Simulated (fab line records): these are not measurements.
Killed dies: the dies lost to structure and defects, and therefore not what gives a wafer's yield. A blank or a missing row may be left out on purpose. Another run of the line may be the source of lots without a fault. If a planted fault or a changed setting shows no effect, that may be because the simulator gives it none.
Chamber matching -- flow nand-harc -- NHARC_A_BONDPAD_CMP_29 on cmp-04 has 3 sister chambers
The step polishes SiCN, target thk 200 nm. 6 wafers are shown with their chamber, then 7 later ones without.

WAFERS WITH THEIR CHAMBER
wafer,chamber,motor-current-A (A),slurry-filter-dp-kPa (kPa)
L759.2,0,11.8,13.64
L759.3,2,11.6,13.41
L759.4,3,12.8,13.68
L764.1,2,10.9,13.73
L764.3,0,12.1,13.57
L764.4,3,13.2,13.28

WAFERS WITH NO CHAMBER GIVEN
wafer,motor-current-A (A),slurry-filter-dp-kPa (kPa)
L765.2,10.8,13.39
L765.4,13.3,13.39
L765.6,13.6,13.46
L770.1,11.7,13.51
L770.5,12.0,13.50
L772.1,13.6,13.21
L772.5,11.3,13.69

WHICH CHAMBER EACH WENT THROUGH
wafer,from the rows above,in truth
L765.2,can't be placed: 2 or 0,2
L765.4,3,3
L765.6,3,3
L770.1,can't be placed: 0 or 2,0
L770.5,can't be placed: 0 or 2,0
L772.1,3,3
L772.5,can't be placed: 2 or 0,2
Correct placement for 3 of the 7. These rows do not allow placing 4 (true chamber among the candidates in 4). Placed wrongly: 0.
How it was worked out, from the rows above alone: a wafer's distance from a chamber is the root of the sum, over the readings, of the square of ((its reading less the chamber's mean) divided by the reading's scatter). The wafer belongs to the nearest chamber; if the next one is less than 2 further off, it can't be placed. For every chamber, the mean is computed from those of its wafers that are shown. The scatter is the square root of a quotient: the sum, over the shown wafers, of each reading's squared deviation from its chamber's mean, divided by wafers minus chambers.
